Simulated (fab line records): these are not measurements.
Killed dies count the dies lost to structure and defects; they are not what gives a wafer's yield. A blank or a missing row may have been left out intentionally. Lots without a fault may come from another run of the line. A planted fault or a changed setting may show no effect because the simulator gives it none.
Matching of chambers -- flow nand-harc -- rie-diel-08 running NHARC_P_M2_STRIP_18: 4 sister chambers
The step strips in N2/H2. 8 wafers are shown with their chamber, then 10 later ones without.

== EACH WAFER AND ITS CHAMBER ==
wafer,chamber,drypump-motor-current-A (A),oes-product-au (a.u.)
L079.2,1,5.1,0.995
L085.5,0,5.0,1.001
L085.6,1,5.0,1.005
L087.3,3,5.2,0.995
L087.5,3,5.2,1.000
L087.6,2,4.8,0.985
L091.1,0,5.0,1.008
L091.2,2,4.8,0.993

== WAFERS MISSING THEIR CHAMBER ==
wafer,drypump-motor-current-A (A),oes-product-au (a.u.)
L091.4,5.0,0.986
L094.1,4.8,0.998
L094.2,5.2,0.997
L094.3,5.0,1.006
L095.1,4.8,1.010
L095.4,5.0,0.992
L095.6,5.1,0.995
L096.2,4.8,0.997
L096.5,5.1,0.991
L096.6,4.8,0.992

== EACH ONE'S CHAMBER ==
wafer,from the rows above,in truth
L091.4,can't be placed: 1 or 0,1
L094.1,2,2
L094.2,3,3
L094.3,can't be placed: 0 or 1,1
L095.1,can't be placed: 2 or 0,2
L095.4,can't be placed: 1 or 0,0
L095.6,can't be placed: 1 or 3 or 0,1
L096.2,2,2
L096.5,can't be placed: 1 or 3 or 0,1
L096.6,2,2
Correct placement for 4 of the 10. From these rows, 6 cannot be placed; in 6 the true chamber is one of the candidates. Wrongly placed: 0.
How it was worked out, from the rows above alone: a wafer's distance from a chamber is the root of the sum, over the readings, of the square of ((its reading less the chamber's mean) divided by the reading's scatter). If the next closest chamber is less than 2 further off than the closest, the wafer can't be placed; otherwise it belongs to the closest. Each chamber's mean is taken over the wafers shown for it. The scatter is the square root of a quotient: the sum, over the shown wafers, of each reading's squared deviation from its chamber's mean, divided by wafers minus chambers.
